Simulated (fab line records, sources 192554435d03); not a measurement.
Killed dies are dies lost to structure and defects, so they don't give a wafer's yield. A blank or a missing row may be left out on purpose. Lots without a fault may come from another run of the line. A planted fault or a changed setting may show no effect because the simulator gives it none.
Chamber matching | flow n5_finfet | N5_MOL_CONTACT_COAG_CMP_28 on cmp-01: 4 sister chambers
The step polishes, stops on SiNx, t overpolish 0.85 s, target thk 14.522 nm. 15 wafers are shown with their chamber, then 7 later ones without.

WAFERS WITH THEIR CHAMBER
wafer  | chamber | motor_current_A (A) | retaining_ring_pressure_frac | time_to_endpoint_s (s)
L074.2 | 0       | 10.8                | 1.016                        | 0.0
L074.3 | 1       | 11.9                | 1.007                        | 4.2
L074.4 | 3       | 12.1                | 0.995                        | 0.0
L075.1 | 3       | 12.6                | 1.002                        | 6.4
L078.1 | 3       | 12.4                | 0.997                        | 2.7
L082.1 | 3       | 12.4                | 1.001                        | 4.4
L082.3 | 2       | 12.6                | 1.003                        | 2.8
L085.1 | 3       | 12.5                | 1.000                        | 0.2
L085.4 | 2       | 12.9                | 0.999                        | 1.1
L086.2 | 3       | 12.0                | 1.006                        | 4.4
L088.2 | 0       | 12.0                | 0.999                        | 6.8
L088.4 | 1       | 12.8                | 1.003                        | 3.8
L089.2 | 1       | 11.9                | 0.997                        | 5.5
L089.4 | 3       | 12.4                | 0.998                        | 3.2
L090.3 | 0       | 11.5                | 1.007                        | 4.7

SIGNATURES (means of the wafers above)
reading                      | chamber 0 | chamber 1 | chamber 2 | chamber 3 | scatter within a chamber
motor_current_A              | 11.433    | 12.200    | 12.750    | 12.343    | 0.38
retaining_ring_pressure_frac | 1.00733   | 1.00233   | 1.00100   | 0.99986   | 0.00506
time_to_endpoint_s           | 3.833     | 4.500     | 1.950     | 3.043     | 2.33
Rule: a wafer's distance from a chamber is the root of the sum, over the readings, of the square of ((its reading less the chamber's mean) divided by the reading's scatter). The wafer belongs to the nearest chamber; if the next one is less than 2 further off, it can't be placed. The scatter: the root of (the sum of the squares of (reading less its chamber's mean) over the shown wafers, divided by (wafers less chambers)).

WAFERS WITHOUT THEIR CHAMBER
wafer  | motor_current_A (A) | retaining_ring_pressure_frac | time_to_endpoint_s (s)
L092.3 | 12.5                | 0.994                        | 1.3
L092.4 | 13.3                | 1.003                        | 5.7
L095.1 | 11.6                | 0.999                        | 2.8
L095.4 | 13.4                | 1.010                        | 4.5
L096.1 | 11.7                | 0.998                        | 7.6
L096.2 | 12.7                | 0.995                        | 3.5
L096.3 | 12.9                | 1.003                        | 2.7

WHICH CHAMBER EACH WENT THROUGH
wafer  | from the rows above               | in truth
L092.3 | can't be placed: 3 or 2 or 1      | 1
L092.4 | can't be placed: 2 or 3 or 1      | 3
L095.1 | can't be placed: 0 or 1 or 3 or 2 | 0
L095.4 | can't be placed: 2 or 3 or 1      | 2
L096.1 | can't be placed: 1 or 0 or 3 or 2 | 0
L096.2 | can't be placed: 3 or 2 or 1      | 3
L096.3 | can't be placed: 2 or 3 or 1      | 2
Placed correctly: 0 of 7. Can't be placed from these rows: 7 (the true chamber is among the candidates in 7). Placed wrongly: 0.
